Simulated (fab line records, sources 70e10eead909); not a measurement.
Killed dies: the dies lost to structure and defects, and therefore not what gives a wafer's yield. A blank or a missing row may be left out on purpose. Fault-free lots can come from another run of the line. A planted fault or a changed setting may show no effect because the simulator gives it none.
Chamber matching | flow nand harc | NHARC_A_STAIRCASE_TRIM_12 on rie diel-03 has 4 sister chambers
The step chemistry O2, time 211.2 s. 8 wafers are shown with their chamber, then 6 later ones without.

== EACH WAFER AND ITS CHAMBER ==
wafer  | chamber | showerhead plenum p Torr (Torr) | drypump motor current A (A)
L597.1 | 1       | 3.53                            | 5.4
L599.4 | 2       | 3.37                            | 6.1
L599.6 | 3       | 3.52                            | 5.5
L602.2 | 2       | 3.36                            | 6.1
L602.3 | 0       | 3.43                            | 5.8
L602.5 | 1       | 3.52                            | 5.4
L603.1 | 0       | 3.43                            | 5.8
L603.3 | 3       | 3.51                            | 5.6

== WAFERS WITH NO CHAMBER GIVEN ==
wafer  | showerhead plenum p Torr (Torr) | drypump motor current A (A)
L603.5 | 3.52                            | 5.4
L608.1 | 3.35                            | 6.0
L608.2 | 3.50                            | 5.6
L608.4 | 3.42                            | 5.8
L610.2 | 3.35                            | 6.1
L612.2 | 3.35                            | 6.1

== WHICH CHAMBER EACH WENT THROUGH ==
wafer  | from the rows above | in truth
L603.5 | 1                   | 1
L608.1 | 2                   | 2
L608.2 | 3                   | 3
L608.4 | 0                   | 0
L610.2 | 2                   | 2
L612.2 | 2                   | 2
Correctly placed: 6 of 6. Left unplaced by these rows: 0. Wrongly placed: 0.
How it was worked out, from the rows above alone: a wafer's distance from a chamber is the root of the sum, over the readings, of the square of ((its reading less the chamber's mean) divided by the reading's scatter). The wafer belongs to the nearest chamber; if the next one is less than 2 further off, it can't be placed. Each chamber's mean is taken over the wafers shown for it. The scatter: the root of (the sum of the squares of (reading less its chamber's mean) over the shown wafers, divided by (wafers less chambers)).
